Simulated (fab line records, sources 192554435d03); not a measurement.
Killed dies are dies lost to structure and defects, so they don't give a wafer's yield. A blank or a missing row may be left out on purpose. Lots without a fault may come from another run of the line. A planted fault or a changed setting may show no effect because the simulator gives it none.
A struck lot beside a sound one | flow n5_finfet | 44 steps out of a route of 1938
Sound: wafers L359.1, L359.2, L359.4. Struck: wafer L374.2. (L374.3, L374.5 of the same lot were not struck and are left out.) The cause comes at the end.
At each step with rows: each side's tool, then ch and its chambers, then its first start. Under that, the readings that differ: sound wafers | struck wafers | difference of the means | sigmas: that difference in standard deviations of wafers without a fault.
alike: readings whose means differ by less than 2 such deviations, and words and numbers that are the same on both sides. not compared: withheld readings, readings that some wafer has no value for, bounds like >300 that may hide the same value, and numbers for which the record gives no deviation and whose values overlap.
The two part at a step that has a row with sigmas, a row that says differs or no value, or rows on one side only. Numbers that don't overlap but have no deviation are shown without sigmas and don't part them. A reading that every wafer of one side lacks parts them only if that side has two wafers or more.

N5_STI_FIN_REVEAL_ALD_14: deposits Si3N4, target thk 3 nm.
  sound on ald_sin-03 ch 1,2,3, day 2 10:12; struck on ald_sin-02 ch 1, day 6 03:10
  alike: heater_power_w
then, 3 steps without rows for these wafers: N5_STI_FIN_REVEAL_FCVD_FILL_01 (material SiO2 flowable, target thk 312 nm, time 512.2 s); N5_STI_FIN_REVEAL_DENSIFY_02 (time 1800 s); N5_STI_FIN_REVEAL_CMP_04 (polishes, stops on Si3N4, t overpolish 4 s, target thk 131.83 nm).
N5_STI_FIN_REVEAL_THK_MEAS_05:
  sound on film_metro-01, day 2 15:33; struck on film_metro-01, day 6 08:29
  alike: thk_nm
N5_STI_FIN_REVEAL_DENSIFY_30:
  sound on rtp_anneal-02 ch 0, day 2 15:35; struck on rtp_anneal-01 ch 0, day 6 08:33
  alike: lamp_power_pct, lamp_zone_1_pct
  not compared: wafer_temp_C_max
N5_STI_FIN_REVEAL_ETCHBACK_08: etches SiO2 in C4F6/O2, target depth 30.5 nm, time 10.167 s.
  sound on rie_diel-04 ch 1,2,3, day 2 15:53; struck on rie_diel-04 ch 3, day 6 08:47
  alike: bias_w, drypump_motor_current_A, oes_product_au, rf_vpp_V, showerhead_plenum_p_Torr, throttle_valve_pct
  not compared: rf_hours_counter_h
then, 5 steps without rows for these wafers: N5_STI_FIN_REVEAL_STRIP_24 (strips in N2/H2, time 90 s); N5_STI_FIN_REVEAL_PRECLEAN_25 (cleans in SPM, time 90 s); N5_STI_FIN_REVEAL_PRECLEAN_26 (cleans in SC1, time 45 s); N5_STI_FIN_REVEAL_PRECLEAN_29 (cleans in DHF, time 30 s); N5_STI_FIN_REVEAL_SRD_12 (time 30 s).
N5_STI_FIN_REVEAL_RECESS_09: chemistry HF/NH3, target SiO2, afs cycles 11, target depth 42.5 nm, sublimation time 60 s.
  sound on vapor_etch-02 ch 0,1, day 2 16:13; struck on vapor_etch-01 ch 0, day 6 09:02
  alike: drypump_motor_current_A, foreline_p_Torr
then, 2 steps without rows for these wafers: N5_STI_FIN_REVEAL_STRIP_16 (strips SiNx in H3PO4, target depth 23.8 nm); N5_STI_FIN_REVEAL_PRECLEAN_17 (cleans in NF3:NH3, afs cycles 1, time 20 s, sublimation time 60 s).
N5_STI_FIN_REVEAL_ETCH_34: etches Si in H2, material Si, target depth 0.97 nm.
  sound on rie_si-04 ch 0,1,3, day 2 18:29; struck on rie_si-03 ch 2, day 6 11:08
  reading                | sound     | struck | difference | sigmas
  rf_hours_counter_h (h) | 82 105 17 | 126    | +58        |
  alike: drypump_motor_current_A, oes_product_au, throttle_valve_pct
then, 7 steps without rows for these wafers: N5_STI_FIN_REVEAL_OXIDATION_31 (chemistry O2 PLASMA REMOTE, time 20 s); N5_STI_FIN_REVEAL_PRECLEAN_32 (cleans in NF3:NH3, afs cycles 1, time 20 s, sublimation time 60 s); N5_STI_FIN_REVEAL_STRIP_35 (strips Si3N4 in H3PO4, target depth 4 nm, time 39 s); N5_STI_FIN_REVEAL_SRD_21 (time 30 s); N5_STI_FIN_REVEAL_OXIDATION_33 (chemistry O2 PLASMA REMOTE, time 20 s); N5_STI_FIN_REVEAL_CLEAN_19 (cleans in O3/DIW, time 120 s); N5_STI_FIN_REVEAL_SRD_23 (time 30 s).
N5_STI_FIN_REVEAL_CD_MEAS_22: target cd 6.238 nm, pitch 28 nm.
  sound on cd_sem-01, day 2 19:17; struck on cd_sem-02, day 6 11:43
  alike: cd_nm
N5_STI_FIN_REVEAL_FIN_H_MEAS_10:
  sound on ocd-02, day 2 19:19; struck on ocd-02, day 6 11:44
  reading              | sound          | struck | difference | sigmas
  trench_depth_nm (nm) | 51.5 51.6 52.8 | 56.7   | +4.7       | +7
then, 2 steps without rows for these wafers: N5_STI_FIN_REVEAL_PRECLEAN_18 (cleans in SC2, time 45 s); N5_STI_FIN_REVEAL_SRD_28 (time 30 s).
N5_STI_FIN_REVEAL_INSPECT_13: inspects for defects (darkfield).
  sound on defect_inspect-02, day 2 19:26; struck on defect_inspect-01, day 6 11:49
  alike: raw_defect_count
then, 6 steps without rows for these wafers: N5_DUMMY_GATE_PRECLEAN_00 (cleans in O3/DIW, time 60 s); N5_DUMMY_GATE_SRD_01 (time 30 s); N5_DUMMY_GATE_ALD_02 (deposits SiO2, target thk 2 nm, pulse time 1 s); N5_DUMMY_GATE_CVD_03 (deposits a-Si from SiH4, target thk 150 nm, time 8042 s); N5_DUMMY_GATE_PRECLEAN_46 (cleans in DIW, time 89.5 s); N5_DUMMY_GATE_SRD_47 (dry time 32 s).
N5_DUMMY_GATE_CMP_04: polishes a-Si.
  sound on cmp-04 ch 0,1,2, day 2 23:25; struck on cmp-04 ch 0, day 6 15:47
  alike: motor_current_A, time_to_endpoint_s
N5_DUMMY_GATE_THK_MEAS_05:
  sound on film_metro-02, day 2 23:38; struck on film_metro-02, day 6 16:00
  reading     | sound          | struck | difference | sigmas
  thk_nm (nm) | 73.6 72.7 73.4 | 70.5   | -2.7       | -2
then, 6 steps without rows for these wafers: N5_DUMMY_GATE_HM_DEP_06 (deposits SiNx from DCS/NH3, target thk 80 nm, time 5141 s); N5_DUMMY_GATE_PECVD_30 (deposits SiO2 from TEOS/O2, target thk 55 nm, time 10.8 s); N5_DUMMY_GATE_COAT_34 (time 60 s, resist thk 60 nm); N5_DUMMY_GATE_COAT_35 (time 60 s, resist thk 10 nm); N5_DUMMY_GATE_COAT_28 (time 60 s, resist thk 10 nm); N5_DUMMY_GATE_COAT_09 (resist thk 30 nm).
-- the record jumps here: 5 days lie between the struck wafers' starts before and after (it left off in module DUMMY_GATE and takes up again in module BEOL_M4, whose first step shown is number 1111 of the route) --
N5_BEOL_M4_RC_MEAS_101:
  sound on prober-02 ch 0, day 7 15:40; struck on prober-02 ch 0, day 11 05:35
  reading       | sound          | struck | difference | sigmas
  ION_N (uA/um) | 672 667 676    | 723    | +51        | +5
  ION_P (uA/um) | 463 468 465    | 500    | +35        | +5
  SS_P (mV/dec) | 74.0 73.7 73.2 | 72.2   | -1.4       | -2
  alike: DIBL_N, DIBL_P, IOFF_N, IOFF_P, SS_N, VT_N, VT_P
-- the record jumps here: 4 days lie between the struck wafers' starts before and after (it left off in module BEOL_M4 and takes up again in module PASSIVATION, whose first step shown is number 1936 of the route) --
N5_PASSIVATION_PROBE_49:
  sound on prober-02, day 12 00:28; struck on prober-02, day 15 06:46
  reading         | sound   | struck | difference | sigmas
  killed_at_M4_up | 17 14 7 | 23     | +10        | +2
  alike: defect_limited_yield, killed_at_M0_to_M3, killed_at_contacts, killed_at_front_end, killed_at_other, killed_dies, killed_on_rim, killed_open, killed_short, sort_bin_5_function, sort_bin_6_memory, sort_n_pass, sort_yield_pct

WHERE THEY PART
First at N5_STI_FIN_REVEAL_FIN_H_MEAS_10; last, within this record, at N5_PASSIVATION_PROBE_49.

WHY: what the simulator had put in
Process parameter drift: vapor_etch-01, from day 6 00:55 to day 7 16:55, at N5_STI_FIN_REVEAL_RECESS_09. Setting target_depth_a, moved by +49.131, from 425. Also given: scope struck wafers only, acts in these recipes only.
